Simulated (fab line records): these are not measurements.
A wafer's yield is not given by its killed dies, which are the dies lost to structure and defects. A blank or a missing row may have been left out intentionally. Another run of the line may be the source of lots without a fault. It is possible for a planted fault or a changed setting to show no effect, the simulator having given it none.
Matching of chambers || flow n5Finfet || rieDiel-01 running N5_BEOL_M13_ETCH_67: 4 sister chambers
The step etches SiARC in CF4, target depth 143 nm, time 238.3 s. 18 wafers are shown with their chamber, then 9 later ones without.

== EACH WAFER AND ITS CHAMBER ==
{"wafer": "L075.1", "chamber": 0, "showerheadPlenumPTorr (Torr)": 2.14, "throttleValvePct (%)": 15.62, "drypumpMotorCurrentA (A)": 5.6}
{"wafer": "L075.4", "chamber": 3, "showerheadPlenumPTorr (Torr)": 2.19, "throttleValvePct (%)": 15.25, "drypumpMotorCurrentA (A)": 5.2}
{"wafer": "L075.5", "chamber": 2, "showerheadPlenumPTorr (Torr)": 2.09, "throttleValvePct (%)": 15.36, "drypumpMotorCurrentA (A)": 5.7}
{"wafer": "L076.2", "chamber": 0, "showerheadPlenumPTorr (Torr)": 2.14, "throttleValvePct (%)": 15.62, "drypumpMotorCurrentA (A)": 5.6}
{"wafer": "L076.3", "chamber": 1, "showerheadPlenumPTorr (Torr)": 2.16, "throttleValvePct (%)": 15.56, "drypumpMotorCurrentA (A)": 5.8}
{"wafer": "L076.6", "chamber": 3, "showerheadPlenumPTorr (Torr)": 2.19, "throttleValvePct (%)": 15.26, "drypumpMotorCurrentA (A)": 5.1}
{"wafer": "L077.3", "chamber": 2, "showerheadPlenumPTorr (Torr)": 2.08, "throttleValvePct (%)": 15.37, "drypumpMotorCurrentA (A)": 5.7}
{"wafer": "L077.4", "chamber": 1, "showerheadPlenumPTorr (Torr)": 2.16, "throttleValvePct (%)": 15.57, "drypumpMotorCurrentA (A)": 5.7}
{"wafer": "L077.6", "chamber": 0, "showerheadPlenumPTorr (Torr)": 2.14, "throttleValvePct (%)": 15.61, "drypumpMotorCurrentA (A)": 5.6}
{"wafer": "L079.1", "chamber": 2, "showerheadPlenumPTorr (Torr)": 2.08, "throttleValvePct (%)": 15.37, "drypumpMotorCurrentA (A)": 5.7}
{"wafer": "L079.2", "chamber": 3, "showerheadPlenumPTorr (Torr)": 2.18, "throttleValvePct (%)": 15.31, "drypumpMotorCurrentA (A)": 5.1}
{"wafer": "L079.3", "chamber": 0, "showerheadPlenumPTorr (Torr)": 2.14, "throttleValvePct (%)": 15.64, "drypumpMotorCurrentA (A)": 5.6}
{"wafer": "L079.4", "chamber": 0, "showerheadPlenumPTorr (Torr)": 2.14, "throttleValvePct (%)": 15.62, "drypumpMotorCurrentA (A)": 5.6}
{"wafer": "L079.5", "chamber": 3, "showerheadPlenumPTorr (Torr)": 2.18, "throttleValvePct (%)": 15.29, "drypumpMotorCurrentA (A)": 5.2}
{"wafer": "L079.6", "chamber": 2, "showerheadPlenumPTorr (Torr)": 2.08, "throttleValvePct (%)": 15.38, "drypumpMotorCurrentA (A)": 5.7}
{"wafer": "L083.1", "chamber": 3, "showerheadPlenumPTorr (Torr)": 2.18, "throttleValvePct (%)": 15.30, "drypumpMotorCurrentA (A)": 5.1}
{"wafer": "L083.2", "chamber": 2, "showerheadPlenumPTorr (Torr)": 2.08, "throttleValvePct (%)": 15.40, "drypumpMotorCurrentA (A)": 5.7}
{"wafer": "L083.4", "chamber": 0, "showerheadPlenumPTorr (Torr)": 2.13, "throttleValvePct (%)": 15.65, "drypumpMotorCurrentA (A)": 5.6}

SIGNATURES, as means of the wafers listed above
{"reading": "showerheadPlenumPTorr", "chamber 0": 2.1383, "chamber 1": 2.1600, "chamber 2": 2.0820, "chamber 3": 2.1840, "scatter within a chamber": 0.0045}
{"reading": "throttleValvePct", "chamber 0": 15.6267, "chamber 1": 15.5650, "chamber 2": 15.3760, "chamber 3": 15.2820, "scatter within a chamber": 0.0185}
{"reading": "drypumpMotorCurrentA", "chamber 0": 5.600, "chamber 1": 5.750, "chamber 2": 5.700, "chamber 3": 5.140, "scatter within a chamber": 0.0348}
Rule: distance of a wafer from a chamber = root of the sum over the readings of ((wafer's reading minus chamber's mean) / reading's scatter) squared. If the next closest chamber is less than 2 further off than the closest, the wafer can't be placed; otherwise it belongs to the closest. How the scatter is found: for the shown wafers, subtract from each reading the mean of its chamber, square and add these, divide the total by (wafers less chambers), then take the root.

== WAFERS WHOSE CHAMBER IS MISSING ==
{"wafer": "L086.2", "showerheadPlenumPTorr (Torr)": 2.13, "throttleValvePct (%)": 15.64, "drypumpMotorCurrentA (A)": 5.6}
{"wafer": "L086.3", "showerheadPlenumPTorr (Torr)": 2.08, "throttleValvePct (%)": 15.39, "drypumpMotorCurrentA (A)": 5.7}
{"wafer": "L086.5", "showerheadPlenumPTorr (Torr)": 2.13, "throttleValvePct (%)": 15.66, "drypumpMotorCurrentA (A)": 5.6}
{"wafer": "L087.2", "showerheadPlenumPTorr (Torr)": 2.13, "throttleValvePct (%)": 15.65, "drypumpMotorCurrentA (A)": 5.6}
{"wafer": "L087.3", "showerheadPlenumPTorr (Torr)": 2.18, "throttleValvePct (%)": 15.32, "drypumpMotorCurrentA (A)": 5.1}
{"wafer": "L087.6", "showerheadPlenumPTorr (Torr)": 2.08, "throttleValvePct (%)": 15.41, "drypumpMotorCurrentA (A)": 5.7}
{"wafer": "L089.3", "showerheadPlenumPTorr (Torr)": 2.07, "throttleValvePct (%)": 15.40, "drypumpMotorCurrentA (A)": 5.7}
{"wafer": "L089.5", "showerheadPlenumPTorr (Torr)": 2.17, "throttleValvePct (%)": 15.32, "drypumpMotorCurrentA (A)": 5.1}
{"wafer": "L089.6", "showerheadPlenumPTorr (Torr)": 2.07, "throttleValvePct (%)": 15.40, "drypumpMotorCurrentA (A)": 5.7}

== THE CHAMBER EACH PASSED THROUGH ==
{"wafer": "L086.2", "from the rows above": 0, "in truth": 0}
{"wafer": "L086.3", "from the rows above": 2, "in truth": 2}
{"wafer": "L086.5", "from the rows above": 0, "in truth": 0}
{"wafer": "L087.2", "from the rows above": 0, "in truth": 0}
{"wafer": "L087.3", "from the rows above": 3, "in truth": 3}
{"wafer": "L087.6", "from the rows above": 2, "in truth": 2}
{"wafer": "L089.3", "from the rows above": 2, "in truth": 2}
{"wafer": "L089.5", "from the rows above": 3, "in truth": 3}
{"wafer": "L089.6", "from the rows above": 2, "in truth": 2}
Correct placement for 9 of the 9. Left unplaced by these rows: 0. Number placed wrongly: 0.
